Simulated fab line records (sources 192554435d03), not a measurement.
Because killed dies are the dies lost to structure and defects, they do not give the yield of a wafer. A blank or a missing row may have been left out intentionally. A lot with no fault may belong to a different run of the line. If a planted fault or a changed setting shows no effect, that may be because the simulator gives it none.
Which of the tools did it? | flow n5-finfet | Sampling: 12 lots, 36 wafers, 3 of 1938 route steps

== WHAT EACH GAUGE READ, for each wafer ==
N5_BEOL_M5_THK_MEAS_01. Usual: M5_ILD_THK 120.3 nm, standard deviation 1.5.
lot  | measured     | on            | M5_ILD_THK (nm)   | flag
L766 | day 8 05:54  | film-metro-01 | 117.9 118.7 120.5 |
L767 | day 8 15:44  | film-metro-02 | 119.5 119.7 120.4 |
L768 | day 8 22:18  | film-metro-01 | 119.2 121.0 120.0 |
L772 | day 9 23:44  | film-metro-01 | 117.7 121.3 121.4 |
L770 | day 10 00:17 | film-metro-01 | 122.9 121.7 123.2 |
L774 | day 10 04:14 | film-metro-01 | 119.9 120.7 120.9 |
L773 | day 10 17:00 | film-metro-02 | 119.8 118.9 122.5 |
L777 | day 11 05:22 | film-metro-01 | 119.3 120.9 119.5 |
L782 | day 12 07:24 | film-metro-01 | 120.1 119.3 122.3 |
L783 | day 12 22:13 | film-metro-01 | 119.3 120.2 118.6 |
L784 | day 13 04:13 | film-metro-01 | 120.7 123.2 122.0 |
L788 | day 14 11:09 | film-metro-01 | 117.3 118.2 120.3 |

N5_BEOL_M5_OVL_MEAS_12. Usual: M5_OVL -0.1 nm, standard deviation 0.84.
lot  | measured     | on         | M5_OVL (nm)    | flag
L766 | day 8 08:26  | overlay-02 | 0.9 0.4 0.2    |
L767 | day 8 17:40  | overlay-02 | -0.2 -0.6 -0.5 |
L768 | day 8 23:20  | overlay-02 | -1.5 -0.5 -0.8 |
L772 | day 10 00:33 | overlay-01 | 0.7 0.9 0.2    |
L770 | day 10 00:50 | overlay-01 | -0.9 -0.2 0.1  |
L774 | day 10 05:36 | overlay-01 | 2.1 0.4 0.0    |
L773 | day 10 18:44 | overlay-01 | 1.1 1.4 1.3    |
L777 | day 11 07:32 | overlay-01 | -1.3 -0.7 -0.5 |
L782 | day 12 10:15 | overlay-02 | -0.4 -0.4 -1.0 |
L783 | day 12 23:14 | overlay-01 | 1.1 1.0 0.2    |
L784 | day 13 06:22 | overlay-01 | -0.2 -1.5 -1.0 |
L788 | day 14 11:48 | overlay-01 | -2.0 -0.6 -1.3 |

== EACH LOT AND THE TOOL THAT RAN IT (in order: tool; ch and the chambers of the sampled wafers; start) ==
lot  | N5_BEOL_M5_HM_DEP_02
L766 | pvd-sputter-02, day 8 07:54
L767 | pvd-sputter-01, day 8 17:07
L768 | pvd-sputter-03, day 8 22:54
L772 | pvd-sputter-02, day 10 00:00
L770 | pvd-sputter-02, day 10 00:24
L774 | pvd-sputter-03, day 10 05:03
L773 | pvd-sputter-03, day 10 18:10
L777 | pvd-sputter-03, day 11 07:07
L782 | pvd-sputter-01, day 12 09:42
L783 | pvd-sputter-02, day 12 22:49
L784 | pvd-sputter-02, day 13 05:49
L788 | pvd-sputter-01, day 14 11:16
- N5_BEOL_M5_HM_DEP_02: deposits TiN, target thk 20 nm.

== AS READ BY THE TOOLS THEMSELVES (means over the sampled wafers that have a number; for cases with no such wafer, the mark the record gives instead) ==
N5_BEOL_M5_HM_DEP_02. Usual: throttle-valve-pct reads 30.0 % (standard deviation 1.2).
lot  | tool           | throttle-valve-pct (%) | flag
L766 | pvd-sputter-02 | 30.1                   |
L767 | pvd-sputter-01 | 31.1                   |
L768 | pvd-sputter-03 | 30.3                   |
L772 | pvd-sputter-02 | 29.8                   |
L770 | pvd-sputter-02 | 30.2                   |
L774 | pvd-sputter-03 | 29.4                   |
L773 | pvd-sputter-03 | 30.1                   |
L777 | pvd-sputter-03 | 29.5                   |
L782 | pvd-sputter-01 | 30.5                   |
L783 | pvd-sputter-02 | 29.3                   |
L784 | pvd-sputter-02 | 29.7                   |
L788 | pvd-sputter-01 | 29.4                   |

== THE ANSWER, worked out from the rows above alone ==
Rule: lot off if the mean of its wafers having a number is beyond 3 standard deviations from the usual mean. A lot without any number at a reading at which 4 lots or more have one is off too. The other lots that the step has rows for count as sound. After the gauges, taken in route order, come the tools' own readings; for these a lot's mean is taken, as printed above. At the first step where some lot is off, the reading lying furthest off is the one used; lots without a number count as furthest.
Nothing can be told from this: no lot is off at any reading shown.

== WHAT THE SIMULATOR PUT IN ==
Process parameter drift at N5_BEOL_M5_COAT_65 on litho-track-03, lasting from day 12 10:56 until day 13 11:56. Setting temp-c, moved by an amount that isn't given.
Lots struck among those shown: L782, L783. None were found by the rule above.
